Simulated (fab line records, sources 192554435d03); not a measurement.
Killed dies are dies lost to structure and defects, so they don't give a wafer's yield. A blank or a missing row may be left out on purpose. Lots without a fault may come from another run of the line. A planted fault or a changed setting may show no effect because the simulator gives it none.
fab line records | flow n5_finfet
record lots=6 wafers=18 last_day=17
route steps=1938 shown DUMMY_REMOVAL@378 HKMG_FIN@385 BEOL_M4@1111 PASSIVATION@1936
lots that met no fault: from a run of the same line without faults
start_h: hours from the record's first day to the start of the lot's first wafer shown | wait_h: hours since the lot's step before | " the same as in the row above | L1.1+2: a row that stands for several wafers | - no value, or no start given | * or withheld: withheld | < > ~ a bound
route shown NAME@n: a module of which the file shows steps, and the number in the route of the first | usual: mean/standard deviation of fault-free wafers | same: alike in all rows | chamber/n: place in a boat | sites: the reading at each site | _std_site: their standard deviation | _edge_site: outer sites' mean less inner sites' | radius_mm: how far each site lies from the wafer's centre | mask NAME#n: copy n | behind: the tool/chamber that last shaped the wafer | hold: why the lot was held/for how many hours/how that ended | device: the transistor (n, p or np) that didn't switch | end of line: the same wafers' tests at the end of the route | a step without rows: its recipe alone | killed: dies lost to structure and defects at the first sort, not the wafer's yield | map: a wafer's dies, x killed, . not, _ none there
set.NAME: the setting as run; set.NAME@STEP: as run at that earlier step | model.NAME: the simulator's own value behind a step, which no gauge read
lots at some steps of the route; a table a step, a row a wafer
services: from which hour (start_h, from the record's first day; less than 0 if before it) a tool's chamber was out of use, for how many hours, and why
## steps
# step N5_DUMMY_REMOVAL_STRIP_10
# recipe chemistry=N2/H2 time_s=40 power_w=100 temp_c=40 pressure_mtorr=100 rf_frequency_hz=6e+07 bias_power_w=3 n2_flow_sccm=300 h2_flow_sccm=300
# usual drypump_motor_current_A=5.8/0.34 oes_product_au=0.75/0.059 rf_vpp_V=45.1/0.83 showerhead_plenum_p_Torr=3.35/0.1 throttle_valve_pct=12.28/0.23
# columns lot.wafer tool chamber start_h wait_h drypump_motor_current_A oes_product_au rf_hours_counter_h rf_vpp_V showerhead_plenum_p_Torr throttle_valve_pct
L839.1 rie_diel-01 2 78.72 0.0 6.2 0.78 124 45.9 3.28 12.36
L839.3 " 3 " " 5.4 0.77 140 46.0 3.38 12.24
L839.5 " 0 " " 5.7 0.72 - 45.0 3.34 12.11
L843.4 rie_diel-03 2 100.52 0.0 6.0 0.71 225 45.7 3.17 12.55
L843.5 " 0 " " 5.7 0.75 - 45.5 3.51 12.19
L843.6 " 1 " " 6.3 0.77 - 44.8 3.51 12.44
L853.3 rie_diel-03 1 160.09 0.0 6.3 0.75 160 45.7 3.50 12.48
L853.4 " 2 " " 6.0 0.69 243 44.4 3.16 12.59
L853.6 " 1 " " 6.3 0.76 - 44.8 3.50 12.49
L854.1 rie_diel-02 2 165.24 0.0 5.1 0.70 192 46.3 3.36 12.46
L854.3 " 0 " " 6.3 0.74 194 45.3 3.39 12.78
L854.5 " 2 " " 5.1 0.70 - 46.6 3.36 12.47
L859.2 rie_diel-02 3 196.83 0.0 5.4 0.80 94 44.9 3.39 11.87
L859.4 " 0 " " 6.3 0.73 202 44.8 3.38 12.80
L859.5 " 0 " " 6.3 0.74 - 45.4 3.38 12.80
L860.1 rie_diel-03 3 203.88 0.0 5.8 0.73 200 44.8 3.19 12.15
L860.4 " 0 " " 5.7 0.73 193 43.5 3.49 12.28
L860.5 " 2 " " 6.0 1.01 - 46.4 3.56 11.98
# step N5_DUMMY_REMOVAL_PRECLEAN_07
# recipe chemistry=dHF time_s=30 temp_c=25 dilution=withheld
# step N5_DUMMY_REMOVAL_DUMMY_REMOVE_02
# recipe chemistry=TMAH temp_c=70 target=poly-Si stop_on=SiO2 target_depth_nm=142 conc_wt_pct=5 time_s=57 dry=ipa_marangoni rinse_time_s=30 rinse_temp_c=23
# step N5_DUMMY_REMOVAL_INSPECT_06
# recipe inspect_instrument=brightfield mode=aei
# usual raw_defect_count=12/5.3
# columns lot.wafer tool chamber start_h wait_h raw_defect_count
L839.1 defect_inspect-01 - 78.88 0.0 11
L839.3 " - " " 15
L839.5 " - " " 15
L843.4 defect_inspect-01 - 100.69 0.0 4
L843.5 " - " " 14
L843.6 " - " " 7
L853.3 defect_inspect-01 - 160.25 0.0 7
L853.4 " - " " 4
L853.6 " - " " 9
L854.1 defect_inspect-01 - 165.40 0.0 10
L854.3 " - " " 7
L854.5 " - " " 11
L859.2 defect_inspect-02 - 196.99 0.0 10
L859.4 " - " " 11
L859.5 " - " " 10
L860.1 defect_inspect-02 - 204.05 0.0 8
L860.4 " - " " 16
L860.5 " - " " 14
# step N5_DUMMY_REMOVAL_PRECLEAN_08
# recipe chemistry=NF3:NH3 afs_cycles=2 temp_c=30 time_s=20 sublimation_temp_c=180 sublimation_time_s=60 pressure_torr=3 rf_power_w=30
# step N5_DUMMY_REMOVAL_PRECLEAN_04
# recipe chemistry=DHF time_s=37 temp_c=25 dilution=500:1
# step N5_DUMMY_REMOVAL_SRD_05
# recipe dry=ipa_marangoni do_ppb=5 time_s=30 temp_c=23 rinse_liquid=diw
# step N5_HKMG_FIN_IL_REGROW_00
# recipe material=SiO2 target_thk_a=7.5 chemistry=O3 temp_c=withheld time_s=30
# step N5_HKMG_FIN_HK_ALD_01
# recipe material=HfO2 target_thk_a=16 temp_c=withheld ald_precursor_family=HfCl4 ald_co_reactant=H2O pulse_time_s=3 purge_time_s=3 co_reactant_purge_time_s=2.5 co_reactant_pulse_time_s=0.3 ald_cycles=30
# usual precursor_pulse_height_rel=1.001/0.018
# columns lot.wafer tool chamber start_h wait_h precursor_pulse_height_rel
L839.1 ald_hk-03 3 79.24 0.0 0.990
L839.3 " 2 " " 0.993
L839.5 " 2 " " 1.002
L843.4 ald_hk-01 2 101.10 0.1 1.007
L843.5 " 1 " " 0.966
L843.6 " 0 " " 0.975
L853.3 ald_hk-01 0 160.66 0.1 1.033
L853.4 " 2 " " 1.000
L853.6 " 0 " " 1.009
L854.1 ald_hk-01 0 165.81 0.1 0.990
L854.3 " 1 " " 0.995
L854.5 " 1 " " 0.991
L859.2 ald_hk-02 3 197.34 0.0 0.980
L859.4 " 1 " " 0.988
L859.5 " 2 " " 1.002
L860.1 ald_hk-02 2 204.40 0.0 1.035
L860.4 " 0 " " 0.992
L860.5 " 2 " " 1.007
# step N5_HKMG_FIN_HK_ANNEAL_02
# recipe temp_c=700 time_s=30 ambient=N2 idle_temp_c=600 ramp_up_c_per_s=150 ramp_down_c_per_s=60 cool_to_c=600
# usual lamp_power_pct=8.80/0.056 wafer_temp_C_max=702.9/0.7
# columns lot.wafer tool chamber start_h wait_h lamp_power_pct wafer_temp_C_max
L839.1 rtp_anneal-02 0 79.43 0.1 8.89 701.9
L839.3 " 0 " " 8.82 703.5
L839.5 " 0 " " 8.81 703.0
L843.4 rtp_anneal-02 0 101.53 0.3 8.80 702.7
L843.5 " 0 " " 8.87 704.2
L843.6 " 0 " " 8.76 703.5
L853.3 rtp_anneal-01 0 161.10 0.3 8.74 703.7
L853.4 " 0 " " 8.78 704.3
L853.6 " 0 " " 8.77 702.2
L854.1 rtp_anneal-02 0 166.15 0.2 8.77 702.9
L854.3 " 0 " " 8.79 702.9
L854.5 " 0 " " 8.72 702.5
L859.2 rtp_anneal-01 0 197.56 0.1 8.88 701.8
L859.4 " 0 " " 8.72 703.2
L859.5 " 0 " " 8.74 703.8
L860.1 rtp_anneal-02 0 204.59 0.1 8.87 702.8
L860.4 " 0 " " 8.84 701.6
L860.5 " 0 " " 8.79 702.9
# step N5_HKMG_FIN_ALD_74
# recipe material=La2O3 target_thk_a=5 temp_c=250 ald_precursor_family=La-Cp ald_co_reactant=O3 pulse_time_s=6 co_reactant_pulse_time_s=1 purge_time_s=3 co_reactant_purge_time_s=3
# usual heater_power_w=360/27 precursor_pulse_height_rel=0.999/0.02
# columns lot.wafer tool chamber start_h wait_h heater_power_w precursor_pulse_height_rel
L839.1 ald_hk-02 0 79.64 0.2 359 0.991
L839.3 " 2 " " 334 0.976
L839.5 " 3 " " 371 1.015
L843.4 ald_hk-03 1 101.66 0.1 389 1.028
L843.5 " 2 " " 343 1.033
L843.6 " 3 " " 333 0.981
L853.3 ald_hk-03 2 161.26 0.1 360 0.980
L853.4 " 1 " " 375 1.003
L853.6 " 0 " " 385 1.004
L854.1 ald_hk-03 2 166.36 0.2 359 1.004
L854.3 " 3 " " 342 0.992
L854.5 " 0 " " 388 0.994
L859.2 ald_hk-03 2 197.76 0.2 358 0.982
L859.4 " 1 " " 384 1.015
L859.5 " 1 " " 370 1.028
L860.1 ald_hk-03 1 204.80 0.2 381 0.985
L860.4 " 0 " " 380 0.992
L860.5 " 1 " " 393 1.008
# step N5_HKMG_FIN_ALD_75
# recipe material=Al2O3 target_thk_a=10 temp_c=150 ald_precursor_family=TMA ald_co_reactant=H2O pulse_time_s=withheld co_reactant_pulse_time_s=1
# usual heater_power_w=155/11 precursor_pulse_height_rel=1.000/0.02
# columns lot.wafer tool chamber start_h wait_h heater_power_w precursor_pulse_height_rel
L839.1 ald_hk-02 0 79.72 0.0 157 1.046
L839.3 " 2 " " 145 0.973
L839.5 " 3 " " 159 1.033
L843.4 ald_hk-03 1 101.74 0.0 170 0.992
L843.5 " 2 " " 152 0.969
L843.6 " 3 " " 142 0.989
L853.3 ald_hk-03 2 161.33 0.0 150 1.016
L853.4 " 1 " " 166 0.982
L853.6 " 0 " " 166 0.956
L854.1 ald_hk-03 2 166.44 0.0 155 0.966
L854.3 " 3 " " 145 1.031
L854.5 " 0 " " 171 0.997
L859.2 ald_hk-03 2 197.84 0.0 151 1.016
L859.4 " 1 " " 163 0.975
L859.5 " 1 " " 165 1.008
L860.1 ald_hk-03 1 204.88 0.0 165 0.968
L860.4 " 0 " " 166 0.989
L860.5 " 1 " " 161 1.009
# step N5_HKMG_FIN_COAT_41
# recipe resist=SOC temp_c=250 time_s=60 spin_rpm=1500 resist_thk_nm=300
# usual heater_power_total_W=500.6/1.7 plate_temp_C=250.01/0.18
# columns lot.wafer tool chamber start_h wait_h heater_power_total_W plate_temp_C
L839.1 litho_track-01 0 79.82 - 500.5 249.91
L839.3 " 0 " " 499.4 249.85
L839.5 " 0 " " 500.6 250.00
L843.4 litho_track-04 0 101.84 - 498.8 250.14
L843.5 " 0 " " 500.7 250.29
L843.6 " 0 " " 501.5 250.10
L853.3 litho_track-04 0 161.43 - 837.2 266.96
L853.4 " 0 " " 838.0 267.30
L853.6 " 0 " " 836.3 267.24
L854.1 litho_track-04 0 166.54 - 837.6 267.14
L854.3 " 0 " " 839.2 267.21
L854.5 " 0 " " 839.4 267.22
L859.2 litho_track-01 0 197.94 - 498.8 249.83
L859.4 " 0 " " 499.2 249.95
L859.5 " 0 " " 501.2 250.18
L860.1 litho_track-05 0 204.98 - 498.6 249.85
L860.4 " 0 " " 499.3 249.97
L860.5 " 0 " " 503.2 250.02
# step N5_HKMG_FIN_COAT_42
# recipe resist=SiARC temp_c=220 time_s=60 spin_rpm=1500 resist_thk_nm=35
# step N5_BEOL_M4_RC_MEAS_101
# usual DIBL_N=37.5/2 DIBL_P=37.5/2.5 IOFF_N=0.18/0.042 IOFF_P=0.24/0.046 ION_N=677/15 ION_P=464/9.5 SS_N=72.0/0.76 SS_P=73.6/0.79 VT_N=249/3.5 VT_P=-249/3.2
# columns lot.wafer tool chamber start_h wait_h DIBL_N[mV/V] DIBL_P[mV/V] IOFF_N[nA/um] IOFF_P[nA/um] ION_N[uA/um] ION_P[uA/um] SS_N[mV/dec] SS_P[mV/dec] VT_N[mV] VT_P[mV]
L839.1 prober-02 0 170.03 0.0 38.2 37.0 0.22 0.22 669 454 73.4 73.9 248 -249
L839.3 " 0 " " 35.5 36.4 0.15 0.20 679 461 71.8 73.3 247 -250
L839.5 " 0 " " 34.5 35.1 0.14 0.18 682 463 70.9 73.0 250 -251
L843.4 prober-01 0 195.50 0.5 39.9 41.6 0.27 0.35 674 451 73.4 75.9 244 -248
L843.5 " 0 " " 38.8 38.5 0.25 0.25 688 461 73.1 73.8 245 -249
L843.6 " 0 " " 34.3 35.8 0.15 0.19 687 469 71.6 73.0 251 -252
L853.3 prober-01 0 248.52 0.3 39.5 39.5 0.21 0.27 694 472 72.1 73.6 245 -245
L853.4 " 0 " " 35.8 34.5 0.14 0.19 670 461 71.5 73.6 251 -251
L853.6 " 0 " " 39.7 40.4 0.23 0.30 692 472 71.9 74.5 245 -247
L854.1 prober-02 0 253.38 0.0 37.7 36.9 0.17 0.22 665 458 71.9 73.0 252 -251
L854.3 " 0 " " 36.1 35.2 0.13 0.19 656 453 71.2 72.4 256 -253
L854.5 " 0 " " 38.3 38.4 0.19 0.23 703 482 71.4 73.3 246 -247
L859.2 prober-02 0 294.64 0.2 35.6 33.7 0.15 0.18 655 448 71.5 73.1 252 -255
L859.4 " 0 " " 39.6 39.1 0.22 0.26 681 459 72.5 74.7 247 -250
L859.5 " 0 " " 37.7 36.8 0.20 0.22 686 462 72.2 73.8 246 -250
L860.1 prober-01 0 305.25 0.0 39.0 37.2 0.21 0.22 659 448 72.9 74.2 250 -253
L860.4 " 0 " " 37.8 37.0 0.19 0.22 703 469 72.0 73.6 248 -250
L860.5 " 0 " " 37.5 37.1 0.18 0.21 693 473 71.9 73.5 246 -253
# step N5_PASSIVATION_PROBE_49
# usual defect_limited_yield=91.8/1.5 killed_at_M0_to_M3=33/11 killed_at_M4_up=13/5 killed_at_contacts=11/5.6 killed_at_front_end=36/12 killed_at_other=3.4/2.5 killed_dies=97/18 killed_open=64/13 killed_short=31/6.9 sort_bin_4_leakage=0.01/0.048 sort_bin_5_function=4.8/1 sort_bin_6_memory=3.1/0.64 sort_bin_8_speed=0.00/0.014 sort_n_pass=1083/18 sort_yield_pct=91.8/1.5
# same gross_dies=1180 killed_at_back_side=0
# columns lot.wafer tool chamber start_h wait_h defect_limited_yield[%] killed_at_M0_to_M3 killed_at_M4_up killed_at_contacts killed_at_front_end killed_at_other killed_dies killed_open killed_short sort_bin_4_leakage[%] sort_bin_5_function[%] sort_bin_6_memory[%] sort_bin_8_speed[%] sort_n_pass sort_yield_pct[%]
L843.4 prober-01 - 296.39 0.2 91.8 39 12 9 34 3 97 70 25 0.08 4.5 3.3 0 1082 91.7
L843.5 prober-01 - 296.44 0.2 92.2 46 6 10 28 2 92 59 31 0 4.7 3.1 0 1088 92.2
L843.6 prober-01 - 296.49 0.3 92.7 32 10 5 37 2 86 63 23 0 4.2 2.8 0 1094 92.7
L853.3 prober-02 - 352.75 0.1 90.1 42 14 7 53 1 117 82 35 0 5.8 3.6 0 1063 90.1
L853.4 prober-02 - 352.80 0.2 86.5 43 15 6 93 2 159 119 38 0 7.5 5.6 0 1021 86.5
L853.6 prober-02 - 352.90 0.3 88.4 34 20 3 73 7 137 92 41 0 6.2 5.0 0 1043 88.4
L854.1 prober-01 - 370.17 0.0 92.8 24 14 15 29 3 85 53 28 0 3.8 3.1 0 1095 92.8
L854.3 prober-01 - 370.27 0.1 92.7 30 17 8 30 1 86 52 31 0 4.7 2.6 0 1094 92.7
L854.5 prober-01 - 370.37 0.2 90.1 47 17 13 38 2 117 84 33 0 5.6 3.9 0 1063 90.1
# killed by level:class
L843.4 BEOL_M3:geometric_particle:open=10 BEOL_M0_SAQP:geometric_particle:open=9 MOL_CONTACT_COAG:geometric_particle:open=8 FIN_SAQP:geometric_particle:open=7 BEOL_M1:geometric_particle:open=6 BEOL_M0_SAQP:geometric_particle:short=5 BEOL_M2:geometric_particle:open=5 FIN_SAQP:geometric_particle:short=4
L843.5 BEOL_M3:geometric_particle:open=15 MOL_CONTACT_COAG:geometric_particle:open=9 FIN_SAQP:geometric_particle:short=7 BEOL_M0_SAQP:geometric_particle:short=7 FIN_SAQP:geometric_particle:open=6 BEOL_M0_SAQP:geometric_particle:open=6 BEOL_M1:geometric_particle:open=6 BEOL_M3:geometric_particle:short=5
L843.6 BEOL_M3:geometric_particle:open=12 FIN_SAQP:geometric_particle:short=7 BEOL_M0_SAQP:geometric_particle:short=7 STI_FIN_REVEAL:geometric_particle:open=6 DUMMY_GATE:geometric_particle:open=6 FIN_SAQP:geometric_particle:open=5 FIN_CUT:geometric_particle:open=5 BEOL_M0_SAQP:geometric_particle:open=5
L853.3 STI_FIN_REVEAL:geometric_particle:open=13 FIN_SAQP:geometric_particle:open=13 FIN_SAQP:geometric_particle:short=12 BEOL_M0_SAQP:geometric_particle:open=9 BEOL_M3:geometric_particle:open=9 BEOL_M4:geometric_particle:open=8 MOL_CONTACT_COAG:geometric_particle:open=7 BEOL_M0_SAQP:geometric_particle:short=7
L853.4 FIN_SAQP:geometric_particle:open=40 FIN_SAQP:geometric_particle:short=12 GATE_CUT:geometric_particle:open=11 BEOL_M2:geometric_particle:open=11 BEOL_M0_SAQP:geometric_particle:open=9 DUMMY_GATE:geometric_particle:open=8 GATE_CUT:geometric_particle:short=8 BEOL_M1:geometric_particle:open=7
L853.6 STI_FIN_REVEAL:geometric_particle:open=25 FIN_SAQP:geometric_particle:open=16 BEOL_M4:geometric_particle:open=10 FIN_SAQP:geometric_particle:short=9 GATE_CUT:geometric_particle:short=8 BEOL_M0_SAQP:geometric_particle:open=6 BEOL_M3:geometric_particle:open=6 DUMMY_GATE:geometric_particle:open=5
L854.1 MOL_CONTACT_COAG:geometric_particle:open=12 FIN_SAQP:geometric_particle:short=7 STI_FIN_REVEAL:geometric_particle:open=6 BEOL_M4:geometric_particle:open=6 BEOL_M0_SAQP:geometric_particle:open=5 BEOL_M3:geometric_particle:open=5 BEOL_M0_SAQP:geometric_particle:short=4 FIN_SAQP:geometric_particle:open=3
L854.3 FIN_SAQP:geometric_particle:short=10 FIN_SAQP:geometric_particle:open=7 BEOL_M1:geometric_particle:open=7 MOL_CONTACT_COAG:geometric_particle:open=6 BEOL_M4:geometric_particle:open=6 BEOL_M2:geometric_particle:open=5 BEOL_M0_SAQP:geometric_particle:open=4 BEOL_M0:geometric_particle:open=4
L854.5 BEOL_M1:geometric_particle:open=15 MOL_CONTACT_COAG:geometric_particle:open=12 BEOL_M0_SAQP:geometric_particle:open=11 FIN_SAQP:geometric_particle:short=9 STI_FIN_REVEAL:geometric_particle:open=9 FIN_SAQP:geometric_particle:open=6 BEOL_M0_SAQP:geometric_particle:short=6 BEOL_M3:geometric_particle:open=5
## services
# columns tool chamber start_h hours kind
ald_hk-01 - 62.44 0.9 repair
rie_diel-02 1 78.97 - clean
rie_diel-02 1 78.97 - consumable_replace:focus_ring
rie_diel-02 1 78.97 27.7 scheduled_down
rie_diel-02 1 78.97 27.7 vent_cycle
rie_diel-01 2 96.68 7.6 repair
ald_hk-01 - 111.43 1.9 repair
rie_diel-01 0 137.19 2.4 repair
ald_hk-02 - 164.69 3.7 repair
rie_diel-01 3 176.74 8.3 repair
rie_diel-03 2 181.29 - clean
rie_diel-03 2 181.29 - consumable_replace:focus_ring
rie_diel-03 2 181.29 - consumable_replace:showerhead
rie_diel-03 2 181.29 19.7 scheduled_down
rie_diel-03 2 181.29 19.7 vent_cycle
ald_hk-03 - 187.89 1.2 repair
rtp_anneal-02 - 197.54 3.0 pm
## key
first_sign step=N5_HKMG_FIN_COAT_41 reading=heater_power_total_W direction=up sigmas=99+ usual=* struck=*
effect step=N5_HKMG_FIN_COAT_41 reading=plate_temp_C direction=up sigmas=96 usual=* struck=*
met_at N5_HKMG_FIN_COAT_41
struck_wafers L853.3,L853.4,L853.6,L854.1,L854.3,L854.5
onset_between 101.84 161.43
fault kind=process_parameter_drift tool=litho_track-04 chamber=- onset_h=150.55 steps=N5_HKMG_FIN_COAT_41 channel=temp_c offset=* shape=step end_h=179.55 acts_in=* stated=*
